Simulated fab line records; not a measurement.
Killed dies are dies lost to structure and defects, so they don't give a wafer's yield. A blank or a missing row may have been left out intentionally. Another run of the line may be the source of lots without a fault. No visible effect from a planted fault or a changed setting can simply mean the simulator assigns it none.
fab line records | flow n5Finfet | part 2 of 2: steps 20 to 31 of 31
[record] lots = 5 | wafers = 15 | lastDay = 18
route steps=1938 shown BEOL_M2@849
lots untouched by any fault: they come from a run of this same line in which no faults occurred
startH: hours from the record's opening day to when the first of the lot's shown wafers began | waitH: hours elapsed since this lot's preceding step | " as in the row above | L1.1+2: several wafers, shown together as one row | - value missing, or start not given | * or withheld: withheld | < > ~ a bound
route shown NAME@n: NAME is a module with steps in the file, n the number in the route of the first one | usual: the fault-free wafers' mean and standard deviation | same: alike in all rows | chamber/n: place in a boat | sites: the reading at each site | _std_site: how widely they spread, as a standard deviation | _edge_site: the outer-site mean with the inner-site mean subtracted | radiusMm: for every site, how far away it sits from the centre of the wafer | mask NAME#n: copy n | behind: the tool/chamber that last shaped the wafer | hold: why the lot was held/for how many hours/how that ended | device: the n, p or np transistor that did not switch | end of line: tests of these same wafers at the route's end | where a step has no rows: the recipe by itself | killed: the dies lost at the first sort to structure and to defects; this is not the yield of the wafer | map: dies across one wafer; x = killed, . = not, _ = none there
set.NAME: the run value of the setting; set.NAME@STEP: its run value at that earlier step | model.NAME: the simulator's own value behind a step, which no gauge read
lots at some steps of the route; a table a step, a row a wafer
services: when a tool's chamber went out of use (startH, in hours from the record's first day, below 0 if earlier), for how many hours, and the reason
[[steps]]
[step N5_BEOL_M2_COAT_68]
[recipe] resist = SiARC | tempC = 220 | timeS = 60 | spinRpm = 1500 | resistThkNm = 12
[usual] heaterPowerTotalW = 427.6/2.2
lot.wafer | tool          | chamber | startH | waitH | heaterPowerTotalW
L076.2    | lithoTrack-03 | 0       | -      | -     | 425.9
L076.4    | "             | 0       | "      | "     | 428.9
L076.5    | "             | 0       | "      | "     | 429.2
L082.3    | lithoTrack-04 | 0       | -      | -     | 425.3
L082.5    | "             | 0       | "      | "     | 425.2
L082.6    | "             | 0       | "      | "     | 425.5
L087.2    | lithoTrack-05 | 0       | -      | -     | 428.4
L087.4    | "             | 0       | "      | "     | 429.7
L087.5    | "             | 0       | "      | "     | 426.9
L088.1    | lithoTrack-05 | 0       | -      | -     | 430.0
L088.4    | "             | 0       | "      | "     | 429.7
L088.6    | "             | 0       | "      | "     | 424.9
L096.1    | lithoTrack-05 | 0       | -      | -     | 427.8
L096.5    | "             | 0       | "      | "     | 431.0
L096.6    | "             | 0       | "      | "     | 428.5
[step N5_BEOL_M2_COAT_76]
[recipe] resist = underlayer | tempC = 205 | timeS = 60 | spinRpm = 1500 | resistThkNm = 5
[usual] heaterPowerTotalW = 391.8/1.3
lot.wafer | tool          | chamber | startH | waitH | heaterPowerTotalW
L076.2    | lithoTrack-03 | 0       | -      | -     | 389.6
L076.4    | "             | 0       | "      | "     | 393.0
L076.5    | "             | 0       | "      | "     | 393.2
L082.3    | lithoTrack-04 | 0       | -      | -     | 392.6
L082.5    | "             | 0       | "      | "     | 393.2
L082.6    | "             | 0       | "      | "     | 390.4
L087.2    | lithoTrack-05 | 0       | -      | -     | 392.9
L087.4    | "             | 0       | "      | "     | 394.0
L087.5    | "             | 0       | "      | "     | 392.4
L088.1    | lithoTrack-05 | 0       | -      | -     | 391.5
L088.4    | "             | 0       | "      | "     | 393.3
L088.6    | "             | 0       | "      | "     | 390.2
L096.1    | lithoTrack-05 | 0       | -      | -     | 392.9
L096.5    | "             | 0       | "      | "     | 390.8
L096.6    | "             | 0       | "      | "     | 389.8
[step N5_BEOL_M2_COAT_22]
[recipe] resist = CAR-EUV | spinRpm = 1500 | resistThkNm = 30
lot.wafer  | tool          | chamber | startH | waitH
L076.2+4+5 | lithoTrack-03 | 0       | -      | -
L082.3+5+6 | lithoTrack-04 | 0       | -      | -
L087.2+4+5 | lithoTrack-05 | 0       | -      | -
L088.1+4+6 | lithoTrack-05 | 0       | -      | -
L096.1+5+6 | lithoTrack-05 | 0       | -      | -
[step N5_BEOL_M2_EBR_24]
[recipe] solvent = PGMEA | ebrWidthMm = 1.5
lot.wafer  | tool          | chamber | startH | waitH
L076.2+4+5 | lithoTrack-03 | 0       | -      | -
L082.3+5+6 | lithoTrack-04 | 0       | -      | -
L087.2+4+5 | lithoTrack-05 | 0       | -      | -
L088.1+4+6 | lithoTrack-05 | 0       | -      | -
L096.1+5+6 | lithoTrack-05 | 0       | -      | -
[step N5_BEOL_M2_SOFTBAKE_23]
[recipe] tempC = 110 | timeS = 60 | resist = CAR-EUV
[usual] heaterPowerTotalW = 175.3/1.6
lot.wafer | tool          | chamber | startH | waitH | heaterPowerTotalW
L076.2    | lithoTrack-03 | 0       | -      | -     | 173.3
L076.4    | "             | 0       | "      | "     | 177.1
L076.5    | "             | 0       | "      | "     | 174.1
L082.3    | lithoTrack-04 | 0       | -      | -     | 177.0
L082.5    | "             | 0       | "      | "     | 177.6
L082.6    | "             | 0       | "      | "     | 177.0
L087.2    | lithoTrack-05 | 0       | -      | -     | 173.0
L087.4    | "             | 0       | "      | "     | 176.9
L087.5    | "             | 0       | "      | "     | 176.0
L088.1    | lithoTrack-05 | 0       | -      | -     | 176.8
L088.4    | "             | 0       | "      | "     | 177.1
L088.6    | "             | 0       | "      | "     | 175.6
L096.1    | lithoTrack-05 | 0       | -      | -     | 176.7
L096.5    | "             | 0       | "      | "     | 176.8
L096.6    | "             | 0       | "      | "     | 177.3
[step N5_BEOL_M2_EXPOSE_25]
[recipe] maskId = V1 | na = 0.33 | sourceShape = quasar | sigmaInner = 0.2 | sigmaOuter = 0.8 | polarization = unpolarized | defocusNm = 5 | doseMj = 63
lot.wafer  | tool          | chamber | startH | waitH | mask
L076.2+4+5 | euvScanner-02 | 0       | 153.27 | -     | V1#0
L082.3+5+6 | euvScanner-02 | 0       | 184.94 | -     | V1#0
L087.2+4+5 | euvScanner-02 | 0       | 221.71 | -     | V1#0
L088.1+4+6 | euvScanner-01 | 0       | 221.90 | -     | V1#0
L096.1+5+6 | euvScanner-01 | 0       | 273.39 | -     | V1#0
[step N5_BEOL_M2_PEB_26]
[recipe] pebTempC = 100 | pebTimeS = 60 | resist = CAR-EUV
[usual] heaterPowerTotalW = 154.1/1.1
lot.wafer | tool          | chamber | startH | waitH | heaterPowerTotalW
L076.2    | lithoTrack-05 | 0       | 153.34 | 0.1   | 155.4
L076.4    | "             | 0       | "      | "     | 152.4
L076.5    | "             | 0       | "      | "     | 153.4
L082.3    | lithoTrack-05 | 0       | 185.00 | 0.1   | 153.6
L082.5    | "             | 0       | "      | "     | 153.3
L082.6    | "             | 0       | "      | "     | 155.3
L087.2    | lithoTrack-03 | 0       | 221.78 | 0.1   | 154.0
L087.4    | "             | 0       | "      | "     | 152.8
L087.5    | "             | 0       | "      | "     | 155.3
L088.1    | lithoTrack-05 | 0       | 221.98 | 0.1   | 152.5
L088.4    | "             | 0       | "      | "     | 154.9
L088.6    | "             | 0       | "      | "     | 155.7
L096.1    | lithoTrack-04 | 0       | 273.47 | 0.1   | 154.9
L096.5    | "             | 0       | "      | "     | 154.1
L096.6    | "             | 0       | "      | "     | 155.4
[step N5_BEOL_M2_DEVELOP_27]
[recipe] developTimeS = 30 | developer = TMAH | resist = CAR-EUV | rinseLiquid = surfactantRinse | dry = airSpin | devTempC = 23
[same] developTimeS = 30
lot.wafer  | tool          | chamber | startH | waitH
L076.2+4+5 | lithoTrack-05 | 0       | -      | -
L082.3+5+6 | lithoTrack-05 | 0       | -      | -
L087.2+4+5 | lithoTrack-03 | 0       | -      | -
L088.1+4+6 | lithoTrack-05 | 0       | -      | -
L096.1+5+6 | lithoTrack-04 | 0       | -      | -
[step N5_BEOL_M2_CD_MEAS_28]
[recipe] targetCdNm = 26.2 | landingEnergyEv = 500 | detector = seInlens | targetCdYNm = 24.1 | polarity = opening
[usual] cdNm = 26.17/0.21
lot.wafer | tool     | chamber | startH | waitH | cdNm
L076.2    | cdSem-02 | 0       | 153.41 | -     | 25.75
L076.4    | "        | 0       | "      | "     | 25.99
L076.5    | "        | 0       | "      | "     | 25.87
L082.3    | cdSem-02 | 0       | 185.07 | -     | 26.13
L082.5    | "        | 0       | "      | "     | 26.20
L082.6    | "        | 0       | "      | "     | 26.08
L087.2    | cdSem-02 | 0       | 221.85 | -     | 26.13
L087.4    | "        | 0       | "      | "     | 26.06
L087.5    | "        | 0       | "      | "     | 26.08
L088.1    | cdSem-01 | 0       | 222.05 | -     | 26.34
L088.4    | "        | 0       | "      | "     | 26.01
L088.6    | "        | 0       | "      | "     | 26.23
L096.1    | cdSem-02 | 0       | 273.54 | -     | 26.13
L096.5    | "        | 0       | "      | "     | 26.30
L096.6    | "        | 0       | "      | "     | 26.18
[step N5_BEOL_M2_OVL_MEAS_29]
[recipe] pointsPerWafer = 522
[usual] V1_OVL = 0.0/0.61
lot.wafer | tool       | chamber | startH | waitH | V1_OVL[nm]
L076.2    | overlay-02 | 0       | 153.44 | 0.0   | 0.8
L076.4    | "          | 0       | "      | "     | 0.1
L076.5    | "          | 0       | "      | "     | 0.3
L082.3    | overlay-01 | 0       | 185.11 | 0.0   | -1.0
L082.5    | "          | 0       | "      | "     | -1.0
L082.6    | "          | 0       | "      | "     | -0.1
L087.2    | overlay-02 | 0       | 221.88 | 0.0   | 0.5
L087.4    | "          | 0       | "      | "     | 1.1
L087.5    | "          | 0       | "      | "     | 0.3
L088.1    | overlay-01 | 0       | 222.08 | 0.0   | 1.2
L088.4    | "          | 0       | "      | "     | 0.8
L088.6    | "          | 0       | "      | "     | 0.9
L096.1    | overlay-01 | 0       | 273.57 | 0.0   | -0.2
L096.5    | "          | 0       | "      | "     | -0.4
L096.6    | "          | 0       | "      | "     | -0.5
[step N5_BEOL_M2_INSPECT_30]
[recipe] mode = adi | inspectInstrument = brightfield
[usual] rawDefectCount = 410/100
lot.wafer | tool             | chamber | startH | waitH | rawDefectCount
L076.2    | defectInspect-02 | -       | 153.50 | 0.0   | 363
L076.4    | "                | -       | "      | "     | 350
L076.5    | "                | -       | "      | "     | 472
L082.3    | defectInspect-01 | -       | 185.15 | 0.0   | 332
L082.5    | "                | -       | "      | "     | 249
L082.6    | "                | -       | "      | "     | 224
L087.2    | defectInspect-01 | -       | 221.93 | 0.0   | 258
L087.4    | "                | -       | "      | "     | 520
L087.5    | "                | -       | "      | "     | 368
L088.1    | defectInspect-01 | -       | 222.14 | 0.1   | 373
L088.4    | "                | -       | "      | "     | 491
L088.6    | "                | -       | "      | "     | 566
L096.1    | defectInspect-01 | -       | 273.62 | 0.1   | 432
L096.5    | "                | -       | "      | "     | 470
L096.6    | "                | -       | "      | "     | 428
[step N5_BEOL_M2_DESCUM_33]
[recipe] chemistry = O2 | timeS = 7 | sourcePowerW = 50 | biasPowerW = 20 | pressureMtorr = 20 | rfFrequencyHz = 2.712e+07 | tempC = 40 | resist = CAR-EUV | o2FlowSccm = 225
[usual] drypumpMotorCurrentA = 5.5/0.48 | oesProductAu = 0.79/0.065 | rfVppV = 243.6/1.4 | showerheadPlenumPTorr = 2.13/0.068 | throttleValvePct = 20.56/0.19
lot.wafer | tool       | chamber | startH | waitH | drypumpMotorCurrentA | oesProductAu | rfHoursCounterH | rfVppV | showerheadPlenumPTorr | throttleValvePct
L076.2    | rieDiel-05 | 1       | 153.53 | 0.0   | 5.6                  | 0.85         | 64              | 243.1  | 2.04                  | 20.41
L076.4    | "          | 1       | "      | "     | 5.6                  | 0.85         | -               | 244.2  | 2.04                  | 20.42
L076.5    | "          | 2       | "      | "     | 5.6                  | 0.90         | -               | 245.6  | 2.22                  | 20.36
L082.3    | rieDiel-05 | 2       | 185.19 | 0.0   | 5.6                  | 0.88         | 52              | 244.8  | 2.22                  | 20.38
L082.5    | "          | 1       | "      | "     | 5.6                  | 0.85         | -               | 242.4  | 2.04                  | 20.44
L082.6    | "          | 2       | "      | "     | 5.6                  | 0.89         | -               | 245.7  | 2.22                  | 20.36
L087.2    | rieDiel-01 | 1       | 221.97 | 0.0   | 5.2                  | 0.85         | 65              | 243.9  | 2.14                  | 20.51
L087.4    | "          | 0       | "      | "     | 6.4                  | 0.79         | 114             | 243.6  | 2.10                  | 20.19
L087.5    | "          | 1       | "      | "     | 5.3                  | 0.85         | -               | 244.2  | 2.14                  | 20.51
L088.1    | rieDiel-03 | 2       | 222.17 | 0.0   | 5.3                  | 0.75         | 136             | 243.3  | 2.11                  | 20.92
L088.4    | "          | 0       | "      | "     | 5.7                  | 0.74         | -               | 244.5  | 2.17                  | 20.46
L088.6    | "          | 1       | "      | "     | 5.3                  | 0.79         | -               | 244.6  | 2.11                  | 20.54
L096.1    | rieDiel-03 | 2       | 273.66 | 0.0   | 5.3                  | 0.74         | 156             | 243.4  | 2.11                  | 20.95
L096.5    | "          | 0       | "      | "     | 5.7                  | 0.72         | -               | 245.9  | 2.16                  | 20.50
L096.6    | "          | 1       | "      | "     | 5.2                  | 0.77         | -               | 241.9  | 2.11                  | 20.56
[[services]]
tool          | chamber | startH | hours | kind
euvScanner-01 | -       | 135.57 | 3.6   | repair
rieDiel-01    | -       | 135.57 | 0.8   | repair
euvScanner-02 | -       | 147.33 | 1.0   | pm
euvScanner-01 | -       | 147.96 | 1.3   | repair
rieDiel-05    | 1       | 148.75 | 2.2   | repair
rieDiel-05    | 0       | 152.80 | 25.5  | repair
rieDiel-05    | 1       | 160.48 | 5.4   | repair
rieDiel-01    | 0       | 168.70 | 6.0   | repair
rieMetal-01   | 1       | 173.00 | 50.6  | repair
euvScanner-01 | -       | 177.68 | 1.0   | pm
euvScanner-01 | -       | 184.66 | 5.8   | pm
euvScanner-02 | -       | 199.89 | 0.5   | repair
euvScanner-02 | -       | 203.48 | 1.0   | pm
rieDiel-03    | 3       | 216.77 | -     | clean
rieDiel-03    | 3       | 216.77 | -     | consumableReplace:focusRing
rieDiel-03    | 3       | 216.77 | -     | consumableReplace:showerhead
rieDiel-03    | 3       | 216.77 | 18.6  | scheduledDown
euvScanner-02 | -       | 226.00 | 27.4  | repair
rieDiel-01    | 0       | 228.17 | 6.0   | repair
rieDiel-01    | -       | 238.12 | 15.6  | pm
euvScanner-01 | -       | 247.85 | 1.0   | pm
euvScanner-02 | -       | 257.97 | 4.6   | pm
rieDiel-01    | 1       | 263.76 | 3.0   | repair
rieDiel-05    | 1       | 270.84 | 14.1  | repair
